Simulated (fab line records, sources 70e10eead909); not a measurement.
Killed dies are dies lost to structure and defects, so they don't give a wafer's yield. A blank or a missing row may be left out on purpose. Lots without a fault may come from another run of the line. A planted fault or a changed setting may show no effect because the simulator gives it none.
Which tool did it? | flow nand_harc | 6 lots, 18 wafers sampled, at 4 steps of a route of 1302

WHAT THE GAUGES READ, wafer by wafer
NHARC_THIN_TSV_CD_MEAS_37.
lot  | measured     | on        | cd_nm (nm)
L998 | day 24 10:28 | cd_sem-02 | 5001 4998 4997
L999 | day 25 21:39 | cd_sem-02 | 4998 5000 4999
L102 | day 26 18:14 | cd_sem-02 | 4996 4998 4998
L104 | day 28 00:01 | cd_sem-01 | 4999 5000 5000
L108 | day 28 13:43 | cd_sem-02 | 4999 4998 5001
L112 | day 31 14:25 | cd_sem-01 | 4998 5004 5006

WHICH TOOL RAN EACH LOT (tool, then ch and the chambers of the sampled wafers, then the start)
lot  | NHARC_THIN_TSV_DEP_47           | NHARC_THIN_TSV_STRIP_62              | NHARC_THIN_TSV_DEGAS_49
L998 | pecvd-02 ch 0,1, day 24 04:57   | plasma_asher-02 ch 0,1, day 24 05:44 | pvd_sputter-01, day 24 05:56
L999 | pecvd-03 ch 0,1,2, day 25 15:54 | plasma_asher-01 ch 0,1, day 25 16:41 | pvd_sputter-02, day 25 16:50
L102 | pecvd-02 ch 0,1,2, day 26 12:49 | plasma_asher-01 ch 0,1, day 26 13:31 | pvd_sputter-02, day 26 13:40
L104 | pecvd-03 ch 0,2, day 27 18:20   | plasma_asher-02 ch 0,1, day 27 19:05 | pvd_sputter-01, day 27 19:15
L108 | pecvd-04 ch 1,2, day 28 08:09   | plasma_asher-01 ch 0,1, day 28 08:52 | pvd_sputter-01, day 28 09:03
L112 | pecvd-02 ch 0,1,2, day 31 09:04 | plasma_asher-02 ch 0,1, day 31 09:45 | pvd_sputter-02, day 31 09:52
- NHARC_THIN_TSV_DEP_47: deposits SiO2, target thk 200 nm.
- NHARC_THIN_TSV_STRIP_62: strips in N2/H2, time 20 s.
- NHARC_THIN_TSV_DEGAS_49: time 120 s.

THE ANSWER, worked out from the rows above alone
Rule: what is usual is taken from the lots themselves. Put in order of their means at a reading, lots are off if they are a third of the lots or fewer, leave a main group of 4 or more, and stand apart from it by a gap of 3 or more times the standard deviation of the main group's means; of several such gaps the widest counts. A main group whose means are all the same, to the digits that the tables above print for the reading, isn't used. A lot without any number at a reading at which 4 lots or more have one is off too. The other lots that the step has rows for count as sound.
Off: L112, at NHARC_THIN_TSV_CD_MEAS_37 (cd_nm). The main group: mean 4999 nm, standard deviation 0.81.
A tool fits if, at a process step before that reading, it ran every lot that is off, and no sound lot after the first of them. The gauges at NHARC_THIN_TSV_CD_MEAS_37 are tried like those tools. Can't be told from this: 4 tools fit, pecvd-02 at NHARC_THIN_TSV_DEP_47, plasma_asher-02 at NHARC_THIN_TSV_STRIP_62, pvd_sputter-02 at NHARC_THIN_TSV_DEGAS_49, cd_sem-01 at NHARC_THIN_TSV_CD_MEAS_37.

WHAT THE SIMULATOR HAD PUT IN
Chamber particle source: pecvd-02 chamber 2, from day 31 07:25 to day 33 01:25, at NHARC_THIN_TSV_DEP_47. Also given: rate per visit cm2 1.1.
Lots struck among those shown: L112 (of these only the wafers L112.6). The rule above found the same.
